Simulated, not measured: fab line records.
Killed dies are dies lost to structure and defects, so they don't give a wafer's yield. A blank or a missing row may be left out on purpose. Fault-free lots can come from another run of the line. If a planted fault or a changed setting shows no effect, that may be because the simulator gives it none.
What tool caused it? + flow n5Finfet + Sampling: 20 lots, 60 wafers, 6 of 1938 route steps

WHAT EACH GAUGE READ, for each wafer
The record lacks any reading of a measuring or inspecting step that a usual standard deviation could be used to judge.

EACH LOT AND THE TOOL THAT RAN IT (in order: tool; ch and the chambers of the sampled wafers; start)
| lot  | N5_BEOL_M14_DESCUM_33             | N5_BEOL_M14_STRIP_37              | N5_BEOL_M15_ILD_DEP_00          | N5_BEOL_M15_ETCH_57               | N5_MIM_BOT_DEGAS_01         | N5_MIM_BOT_SPUTTER_00       |
|------|-----------------------------------|-----------------------------------|---------------------------------|-----------------------------------|-----------------------------|-----------------------------|
| L074 | rieDiel-01 ch 0,3, day 11 06:17   | rieDiel-05 ch 0,1,2, day 11 06:56 | pecvd-03 ch 0,1,2, day 11 08:52 | rieDiel-03 ch 0,2,3, day 11 10:06 | pvdSputter-01, day 11 17:11 | pvdSputter-01, day 11 17:14 |
| L075 | rieDiel-06 ch 0,1,2, day 11 09:55 | rieDiel-05 ch 0,2,3, day 11 10:41 | pecvd-03 ch 1,2, day 11 12:38   | rieDiel-02 ch 0,1,3, day 11 14:04 | pvdSputter-03, day 11 21:40 | pvdSputter-03, day 11 21:43 |
| L080 | rieDiel-05 ch 0,1,3, day 12 13:52 | rieDiel-06 ch 0,1,3, day 12 15:23 | pecvd-03 ch 0,1,2, day 12 17:17 | rieDiel-02 ch 1,2,3, day 12 18:31 | pvdSputter-01, day 13 00:11 | pvdSputter-01, day 13 00:13 |
| L078 | rieDiel-06 ch 0,1,3, day 12 14:42 | rieDiel-06 ch 0,1,3, day 12 15:56 | pecvd-02 ch 0,1, day 12 18:07   | rieDiel-03 ch 1,3, day 12 19:48   | pvdSputter-02, day 13 03:11 | pvdSputter-02, day 13 03:14 |
| L079 | rieDiel-05 ch 0,1,3, day 12 15:43 | rieDiel-01 ch 0,2, day 12 16:22   | pecvd-03 ch 0,1,2, day 12 18:22 | rieDiel-02 ch 0,1,2, day 12 20:07 | pvdSputter-02, day 13 03:19 | pvdSputter-02, day 13 03:21 |
| L081 | rieDiel-05 ch 0,1,3, day 13 04:10 | rieDiel-01 ch 1,2, day 13 05:45   | pecvd-03 ch 1,2, day 13 07:38   | rieDiel-02 ch 1,3, day 13 09:02   | pvdSputter-02, day 13 18:31 | pvdSputter-02, day 13 18:34 |
| L083 | rieDiel-01 ch 0,1, day 13 04:52   | rieDiel-01 ch 1,3, day 13 06:02   | pecvd-03 ch 1,2, day 13 08:03   | rieDiel-03 ch 2,3, day 13 09:24   | pvdSputter-03, day 13 17:52 | pvdSputter-03, day 13 17:55 |
| L084 | rieDiel-05 ch 1,2, day 13 21:26   | rieDiel-05 ch 0,1,2, day 13 22:05 | pecvd-03 ch 0,1, day 13 23:46   | rieDiel-02 ch 0,1, day 14 01:08   | pvdSputter-02, day 14 13:23 | pvdSputter-02, day 14 13:26 |
| L085 | rieDiel-05 ch 1,2, day 14 00:24   | rieDiel-01 ch 0,1, day 14 02:20   | pecvd-03 ch 0,2, day 14 04:09   | rieDiel-02 ch 0,2,3, day 14 05:30 | pvdSputter-01, day 14 16:02 | pvdSputter-01, day 14 16:04 |
| L086 | rieDiel-06 ch 1,2, day 14 06:48   | rieDiel-06 ch 0,1, day 14 08:43   | pecvd-02 ch 1,2, day 14 11:11   | rieDiel-03 ch 0,2,3, day 14 12:33 | pvdSputter-02, day 14 20:28 | pvdSputter-02, day 14 20:31 |
| L087 | rieDiel-05 ch 0,1,2, day 14 14:55 | rieDiel-05 ch 0,1,2, day 14 16:13 | pecvd-01 ch 0,1,2, day 14 18:16 | rieDiel-04 ch 2,3, day 14 19:37   | pvdSputter-02, day 15 17:47 | pvdSputter-02, day 15 17:50 |
| L089 | rieDiel-05 ch 1,2,3, day 14 15:38 | rieDiel-06 ch 1,3, day 14 16:20   | pecvd-02 ch 0,2, day 14 18:59   | rieDiel-03 ch 0,3, day 14 20:32   | pvdSputter-03, day 15 15:19 | pvdSputter-03, day 15 15:21 |
| L091 | rieDiel-06 ch 1,2,3, day 15 00:10 | rieDiel-01 ch 0,2,3, day 15 03:05 | pecvd-03 ch 0,1,2, day 15 13:20 | rieDiel-04 ch 0,3, day 15 14:31   | pvdSputter-02, day 15 20:25 | pvdSputter-02, day 15 20:28 |
| L088 | rieDiel-05 ch 1,2,3, day 15 00:41 | rieDiel-05 ch 0,2,3, day 15 03:07 | pecvd-02 ch 0,1, day 15 13:29   | rieDiel-02 ch 2,3, day 15 14:51   | pvdSputter-02, day 15 20:47 | pvdSputter-02, day 15 20:49 |
| L090 | rieDiel-05 ch 1,2, day 15 15:35   | rieDiel-06 ch 0,1,3, day 15 16:14 | pecvd-01 ch 0,1,2, day 15 19:06 | rieDiel-03 ch 0,1, day 15 20:25   | pvdSputter-02, day 16 02:07 | pvdSputter-02, day 16 02:10 |
| L093 | rieDiel-01 ch 1,2,3, day 16 12:35 | rieDiel-05 ch 0,1, day 16 14:47   | pecvd-03 ch 1,2, day 16 16:52   | rieDiel-02 ch 1,2,3, day 16 18:05 | pvdSputter-02, day 17 07:27 | pvdSputter-02, day 17 07:29 |
| L095 | rieDiel-06 ch 2,3, day 16 14:28   | rieDiel-06 ch 0,2, day 16 15:44   | pecvd-03 ch 0,2, day 16 17:40   | rieDiel-03 ch 0,2,3, day 16 19:14 | pvdSputter-03, day 17 03:28 | pvdSputter-03, day 17 03:31 |
| L096 | rieDiel-05 ch 1,2,3, day 17 07:01 | rieDiel-05 ch 0,1, day 17 07:41   | pecvd-02 ch 1,2, day 17 09:58   | rieDiel-04 ch 1,2,3, day 17 11:26 | pvdSputter-02, day 17 20:05 | pvdSputter-02, day 17 20:07 |
| L094 | rieDiel-06 ch 1,2, day 17 11:25   | rieDiel-01 ch 0,2,3, day 17 16:05 | pecvd-01 ch 0, day 17 17:59     | rieDiel-02 ch 0,1,3, day 17 20:07 | pvdSputter-02, day 18 03:56 | pvdSputter-02, day 18 03:58 |
| L097 | rieDiel-06 ch 0,3, day 17 22:32   | rieDiel-06 ch 0,3, day 17 23:24   | pecvd-01 ch 0,1, day 18 01:49   | rieDiel-02 ch 0,1, day 18 03:16   | pvdSputter-01, day 18 10:52 | pvdSputter-01, day 18 10:55 |
- N5_BEOL_M14_DESCUM_33: chemistry O2, time 7.9 s.
- N5_BEOL_M14_STRIP_37: strips in O2.
- N5_BEOL_M15_ILD_DEP_00: deposits SiO2 from TEOS/O2, target thk 1629.3 nm, time 346.1 s.
- N5_BEOL_M15_ETCH_57: etches SOC in N2/H2, time 750 s.
- N5_MIM_BOT_DEGAS_01: time 60 s.
- N5_MIM_BOT_SPUTTER_00: material TiN, target thk 35 nm, time 89.7 s.

AS READ BY THE TOOLS THEMSELVES (means over the sampled wafers that have a number; for cases with no such wafer, the mark the record gives instead)
N5_BEOL_M14_DESCUM_33. Usual: drypumpMotorCurrentA 5.7 A, standard deviation 0.45; oesProductAu 0.82 a.u., standard deviation 0.1; rfFwdPowerW 49.44 W, standard deviation 0.24; rfVppV 243.4 V, standard deviation 1.8; showerheadPlenumPTorr 2.10 Torr, standard deviation 0.12; throttleValvePct 20.41 %, standard deviation 0.25.
| lot  | tool       | drypumpMotorCurrentA (A) | oesProductAu (a.u.) | rfFwdPowerW (W) | rfVppV (V) | showerheadPlenumPTorr (Torr) | throttleValvePct (%) | flag |
|------|------------|--------------------------|---------------------|-----------------|------------|------------------------------|----------------------|------|
| L074 | rieDiel-01 | 5.4                      | 0.73                | 49.68           | 242.5      | 2.08                         | 20.38                |      |
| L075 | rieDiel-06 | 5.8                      | 0.78                | 49.39           | 242.9      | 2.08                         | 20.50                |      |
| L080 | rieDiel-05 | 5.7                      | 0.78                | 49.58           | 242.0      | 2.06                         | 20.57                |      |
| L078 | rieDiel-06 | 5.8                      | 0.80                | 49.31           | 243.1      | 2.14                         | 20.50                |      |
| L079 | rieDiel-05 | 5.7                      | 0.77                | 49.41           | 242.9      | 2.06                         | 20.57                |      |
| L081 | rieDiel-05 | 5.7                      | 0.78                | 49.51           | 243.3      | 2.06                         | 20.59                |      |
| L083 | rieDiel-01 | 5.9                      | 0.71                | 49.34           | 242.8      | 2.06                         | 20.48                |      |
| L084 | rieDiel-05 | 6.2                      | 0.90                | 49.48           | 245.0      | 2.23                         | 20.46                |      |
| L085 | rieDiel-05 | 6.2                      | 0.89                | 49.28           | 246.1      | 2.23                         | 20.45                |      |
| L086 | rieDiel-06 | 5.7                      | 0.90                | 49.45           | 244.1      | 2.11                         | 20.22                |      |
| L087 | rieDiel-05 | 5.8                      | 0.83                | 49.36           | 243.0      | 2.11                         | 20.46                |      |
| L089 | rieDiel-05 | 5.7                      | 0.92                | 49.66           | 245.1      | 2.17                         | 20.27                |      |
| L091 | rieDiel-06 | 5.7                      | 0.85                | 49.30           | 243.5      | 2.15                         | 20.34                |      |
| L088 | rieDiel-05 | 5.7                      | 0.90                | 49.63           | 243.6      | 2.17                         | 20.27                |      |
| L090 | rieDiel-05 | 6.2                      | 0.87                | 49.37           | 245.3      | 2.23                         | 20.48                |      |
| L093 | rieDiel-01 | 5.9                      | 0.90                | 49.60           | 242.7      | 2.06                         | 20.12                |      |
| L095 | rieDiel-06 | 5.6                      | 0.87                | 49.42           | 244.5      | 2.22                         | 20.30                |      |
| L096 | rieDiel-05 | 5.7                      | 0.88                | 49.42           | 244.0      | 2.16                         | 20.30                |      |
| L094 | rieDiel-06 | 5.7                      | 0.86                | 49.39           | 243.1      | 2.10                         | 20.25                |      |
| L097 | rieDiel-06 | 5.9                      | 0.71                | 49.31           | 244.3      | 2.17                         | 20.73                |      |

N5_BEOL_M14_STRIP_37. Usual: drypumpMotorCurrentA 5.8 A, standard deviation 0.45; oesProductAu 0.82 a.u., standard deviation 0.1; rfVppV 3.7 V, standard deviation 1; showerheadPlenumPTorr 2.11 Torr, standard deviation 0.11; throttleValvePct 16.64 %, standard deviation 0.26.
| lot  | tool       | drypumpMotorCurrentA (A) | oesProductAu (a.u.) | rfVppV (V) | showerheadPlenumPTorr (Torr) | throttleValvePct (%) | flag |
|------|------------|--------------------------|---------------------|------------|------------------------------|----------------------|------|
| L074 | rieDiel-05 | 5.8                      | 0.87                | 3.8        | 2.13                         | 16.62                |      |
| L075 | rieDiel-05 | 5.3                      | 0.79                | 3.8        | 2.07                         | 16.63                |      |
| L080 | rieDiel-06 | 5.8                      | 0.79                | 3.3        | 2.14                         | 16.74                |      |
| L078 | rieDiel-06 | 5.8                      | 0.80                | 3.1        | 2.14                         | 16.73                |      |
| L079 | rieDiel-01 | 6.1                      | 0.88                | 3.8        | 2.12                         | 16.34                |      |
| L081 | rieDiel-01 | 6.2                      | 0.85                | 3.8        | 2.10                         | 16.46                |      |
| L083 | rieDiel-01 | 5.8                      | 0.77                | 3.5        | 2.05                         | 16.69                |      |
| L084 | rieDiel-05 | 5.8                      | 0.83                | 3.4        | 2.12                         | 16.70                |      |
| L085 | rieDiel-01 | 5.7                      | 0.71                | 5.6        | 2.09                         | 16.70                |      |
| L086 | rieDiel-06 | 5.8                      | 0.82                | 4.3        | 2.09                         | 16.65                |      |
| L087 | rieDiel-05 | 5.8                      | 0.83                | 3.0        | 2.12                         | 16.71                |      |
| L089 | rieDiel-06 | 5.8                      | 0.82                | 4.0        | 2.09                         | 16.60                |      |
| L091 | rieDiel-01 | 5.7                      | 0.85                | 3.8        | 2.10                         | 16.41                |      |
| L088 | rieDiel-05 | 5.3                      | 0.84                | 4.0        | 2.05                         | 16.53                |      |
| L090 | rieDiel-06 | 5.8                      | 0.76                | 4.3        | 2.13                         | 16.76                |      |
| L093 | rieDiel-05 | 6.2                      | 0.80                | 4.0        | 2.11                         | 16.89                |      |
| L095 | rieDiel-06 | 5.7                      | 0.85                | 4.6        | 2.22                         | 16.58                |      |
| L096 | rieDiel-05 | 6.2                      | 0.80                | 2.4        | 2.11                         | 16.93                |      |
| L094 | rieDiel-01 | 5.7                      | 0.82                | 3.1        | 2.09                         | 16.44                |      |
| L097 | rieDiel-06 | 5.8                      | 0.71                | 3.3        | 2.17                         | 16.92                |      |

N5_BEOL_M15_ILD_DEP_00. Usual: chamberPressureTorr 6.501 Torr, standard deviation 0.016; heaterPowerW 547 W, standard deviation 130; rfFwdPowerW 898.7 W, standard deviation 2.6; showerheadPlenumPTorr 8.35 Torr, standard deviation 0.032; showerheadVppV 1893 V, standard deviation 79; susceptorTempC 400.01 C, standard deviation 0.23; throttleValvePct 18.6 %, standard deviation 0.77.
| lot  | tool     | chamberPressureTorr (Torr) | heaterPowerW (W) | rfFwdPowerW (W) | showerheadPlenumPTorr (Torr) | showerheadVppV (V) | susceptorTempC (C) | throttleValvePct (%) | flag |
|------|----------|----------------------------|------------------|-----------------|------------------------------|--------------------|--------------------|----------------------|------|
| L074 | pecvd-03 | 6.500                      | 520              | 899.8           | 8.36                         | 1889               | 400.04             | 18.5                 |      |
| L075 | pecvd-03 | 6.501                      | 559              | 898.3           | 8.38                         | 1947               | 400.08             | 18.3                 |      |
| L080 | pecvd-03 | 6.492                      | 486              | 898.8           | 8.36                         | 1885               | 399.98             | 18.6                 |      |
| L078 | pecvd-02 | 6.514                      | 649              | 897.8           | 8.38                         | 1965               | 400.14             | 19.0                 |      |
| L079 | pecvd-03 | 6.497                      | 519              | 895.0           | 8.36                         | 1893               | 400.12             | 18.5                 |      |
| L081 | pecvd-03 | 6.509                      | 599              | 898.8           | 8.35                         | 1942               | 400.06             | 18.2                 |      |
| L083 | pecvd-03 | 6.515                      | 661              | 898.4           | 8.37                         | 1940               | 399.87             | 17.9                 |      |
| L084 | pecvd-03 | 6.498                      | 477              | 898.4           | 8.34                         | 1869               | 399.94             | 18.9                 |      |
| L085 | pecvd-03 | 6.522                      | 459              | 900.3           | 8.34                         | 1853               | 399.94             | 18.8                 |      |
| L086 | pecvd-02 | 6.508                      | 668              | 899.0           | 8.35                         | 1816               | 400.21             | 18.3                 |      |
| L087 | pecvd-01 | 6.500                      | 507              | 898.1           | 8.32                         | 1899               | 399.82             | 18.7                 |      |
| L089 | pecvd-02 | 6.499                      | 553              | 900.5           | 8.35                         | 1900               | 400.01             | 18.6                 |      |
| L091 | pecvd-03 | 6.499                      | 492              | 903.5           | 8.36                         | 1896               | 400.04             | 18.5                 |      |
| L088 | pecvd-02 | 6.496                      | 553              | 896.4           | 8.37                         | 1985               | 399.74             | 19.0                 |      |
| L090 | pecvd-01 | 6.503                      | 530              | 898.3           | 8.34                         | 1901               | 400.29             | 18.7                 |      |
| L093 | pecvd-03 | 6.484                      | 623              | 901.4           | 8.40                         | 1949               | 400.05             | 17.9                 |      |
| L095 | pecvd-03 | 6.494                      | 528              | 897.3           | 8.37                         | 1895               | 400.08             | 18.0                 |      |
| L096 | pecvd-02 | 6.496                      | 725              | 898.9           | 8.37                         | 1886               | 399.95             | 18.5                 |      |
| L094 | pecvd-01 | 6.496                      | 539              | 900.1           | 8.33                         | 1882               | 400.29             | 19.2                 |      |
| L097 | pecvd-01 | 6.510                      | 443              | 900.9           | 8.32                         | 1889               | 399.80             | 18.7                 |      |

N5_BEOL_M15_ETCH_57. Usual: biasW 350.0 W, standard deviation 0.98; drypumpMotorCurrentA 5.8 A, standard deviation 0.54; oesProductAu 0.78 a.u., standard deviation 0.072; rfFwdPowerW 2998 W, standard deviation 8.9; rfVppV 524.5 V, standard deviation 2.4; showerheadPlenumPTorr 2.56 Torr, standard deviation 0.087; throttleValvePct 17.74 %, standard deviation 0.23.
| lot  | tool       | biasW (W) | drypumpMotorCurrentA (A) | oesProductAu (a.u.) | rfFwdPowerW (W) | rfVppV (V) | showerheadPlenumPTorr (Torr) | throttleValvePct (%) | flag |
|------|------------|-----------|--------------------------|---------------------|-----------------|------------|------------------------------|----------------------|------|
| L074 | rieDiel-03 | 349.3     | 5.5                      | 0.79                | 3007            | 525.4      | 2.59                         | 17.72                |      |
| L075 | rieDiel-02 | 350.7     | 5.7                      | 0.80                | 2992            | 524.1      | 2.59                         | 17.75                |      |
| L080 | rieDiel-02 | 350.1     | 6.2                      | 0.84                | 2997            | 525.2      | 2.62                         | 17.55                |      |
| L078 | rieDiel-03 | 349.7     | 5.9                      | 0.76                | 3001            | 523.1      | 2.50                         | 17.77                |      |
| L079 | rieDiel-02 | 350.4     | 5.7                      | 0.78                | 2997            | 523.9      | 2.56                         | 17.72                |      |
| L081 | rieDiel-02 | 349.0     | 5.8                      | 0.83                | 2991            | 525.9      | 2.61                         | 17.55                |      |
| L083 | rieDiel-03 | 349.8     | 5.2                      | 0.80                | 2990            | 526.1      | 2.58                         | 17.72                |      |
| L084 | rieDiel-02 | 350.0     | 5.3                      | 0.75                | 3001            | 524.3      | 2.54                         | 17.71                |      |
| L085 | rieDiel-02 | 349.9     | 6.1                      | 0.78                | 3000            | 525.8      | 2.59                         | 17.80                |      |
| L086 | rieDiel-03 | 350.1     | 5.5                      | 0.77                | 3004            | 525.2      | 2.58                         | 17.76                |      |
| L087 | rieDiel-04 | 350.2     | 5.7                      | 0.77                | 3000            | 525.4      | 2.61                         | 17.80                |      |
| L089 | rieDiel-03 | 349.3     | 5.8                      | 0.75                | 2997            | 525.4      | 2.57                         | 17.79                |      |
| L091 | rieDiel-04 | 349.7     | 5.7                      | 0.77                | 2998            | 523.3      | 2.53                         | 17.79                |      |
| L088 | rieDiel-02 | 351.8     | 6.6                      | 0.83                | 2988            | 525.9      | 2.62                         | 17.61                |      |
| L090 | rieDiel-03 | 349.8     | 6.0                      | 0.71                | 3005            | 521.4      | 2.44                         | 17.94                |      |
| L093 | rieDiel-02 | 349.7     | 6.2                      | 0.80                | 3000            | 525.0      | 2.60                         | 17.61                |      |
| L095 | rieDiel-03 | 350.3     | 5.5                      | 0.76                | 3003            | 525.1      | 2.57                         | 17.80                |      |
| L096 | rieDiel-04 | 349.2     | 5.9                      | 0.76                | 3000            | 525.6      | 2.61                         | 17.67                |      |
| L094 | rieDiel-02 | 349.7     | 5.7                      | 0.83                | 3001            | 524.6      | 2.57                         | 17.67                |      |
| L097 | rieDiel-02 | 349.6     | 5.2                      | 0.86                | 3007            | 523.4      | 2.51                         | 17.68                |      |

N5_MIM_BOT_DEGAS_01. Usual: heaterPowerW 448 W, standard deviation 53; susceptorTempC 300.01 C, standard deviation 0.18.
| lot  | tool          | heaterPowerW (W) | susceptorTempC (C) | flag |
|------|---------------|------------------|--------------------|------|
| L074 | pvdSputter-01 | 426              | 299.97             |      |
| L075 | pvdSputter-03 | 438              | 299.99             |      |
| L080 | pvdSputter-01 | 439              | 300.16             |      |
| L078 | pvdSputter-02 | 463              | 300.25             |      |
| L079 | pvdSputter-02 | 419              | 300.07             |      |
| L081 | pvdSputter-02 | 486              | 299.94             |      |
| L083 | pvdSputter-03 | 427              | 300.10             |      |
| L084 | pvdSputter-02 | 463              | 299.97             |      |
| L085 | pvdSputter-01 | 442              | 299.94             |      |
| L086 | pvdSputter-02 | 390              | 300.12             |      |
| L087 | pvdSputter-02 | 421              | 300.07             |      |
| L089 | pvdSputter-03 | 447              | 300.10             |      |
| L091 | pvdSputter-02 | 485              | 299.95             |      |
| L088 | pvdSputter-02 | 482              | 300.00             |      |
| L090 | pvdSputter-02 | 445              | 300.04             |      |
| L093 | pvdSputter-02 | 452              | 299.96             |      |
| L095 | pvdSputter-03 | 431              | 299.97             |      |
| L096 | pvdSputter-02 | 484              | 300.03             |      |
| L094 | pvdSputter-02 | 419              | 300.27             |      |
| L097 | pvdSputter-01 | 424              | 299.94             |      |

N5_MIM_BOT_SPUTTER_00. Usual: susceptorTempC 199.99 C, standard deviation 0.15; throttleValvePct 30.1 %, standard deviation 1.4.
| lot  | tool          | susceptorTempC (C) | throttleValvePct (%) | flag |
|------|---------------|--------------------|----------------------|------|
| L074 | pvdSputter-01 | 200.09             | 30.1                 |      |
| L075 | pvdSputter-03 | 200.18             | 28.0                 |      |
| L080 | pvdSputter-01 | 200.06             | 29.9                 |      |
| L078 | pvdSputter-02 | 199.93             | 30.0                 |      |
| L079 | pvdSputter-02 | 200.00             | 30.7                 |      |
| L081 | pvdSputter-02 | 200.02             | 29.6                 |      |
| L083 | pvdSputter-03 | 199.93             | 29.1                 |      |
| L084 | pvdSputter-02 | 200.05             | 30.2                 |      |
| L085 | pvdSputter-01 | 200.04             | 29.8                 |      |
| L086 | pvdSputter-02 | 199.97             | 31.2                 |      |
| L087 | pvdSputter-02 | 199.92             | 30.7                 |      |
| L089 | pvdSputter-03 | 199.96             | 30.4                 |      |
| L091 | pvdSputter-02 | 200.06             | 29.4                 |      |
| L088 | pvdSputter-02 | 200.17             | 29.5                 |      |
| L090 | pvdSputter-02 | 199.90             | 29.3                 |      |
| L093 | pvdSputter-02 | 199.98             | 30.0                 |      |
| L095 | pvdSputter-03 | 199.98             | 30.7                 |      |
| L096 | pvdSputter-02 | 200.00             | 29.4                 |      |
| L094 | pvdSputter-02 | 199.90             | 30.8                 |      |
| L097 | pvdSputter-01 | 199.95             | 29.5                 |      |

THE ANSWER, worked out from the rows above alone
Rule: a lot is off if the mean of its wafers that have a number lies more than 3 standard deviations from the usual mean. A lot without any number at a reading at which 4 lots or more have one is off too. All remaining lots with rows at the step are treated as sound. Order of review: gauges by route order, followed by the tools' own readings, for which a lot's mean as printed above is used. At the first step where some lot is off, the reading lying furthest off is the one used; lots without a number count as furthest.
No lot is off on any of the readings shown, so nothing can be concluded from this.

WHAT HAD BEEN PUT IN BY THE SIMULATOR
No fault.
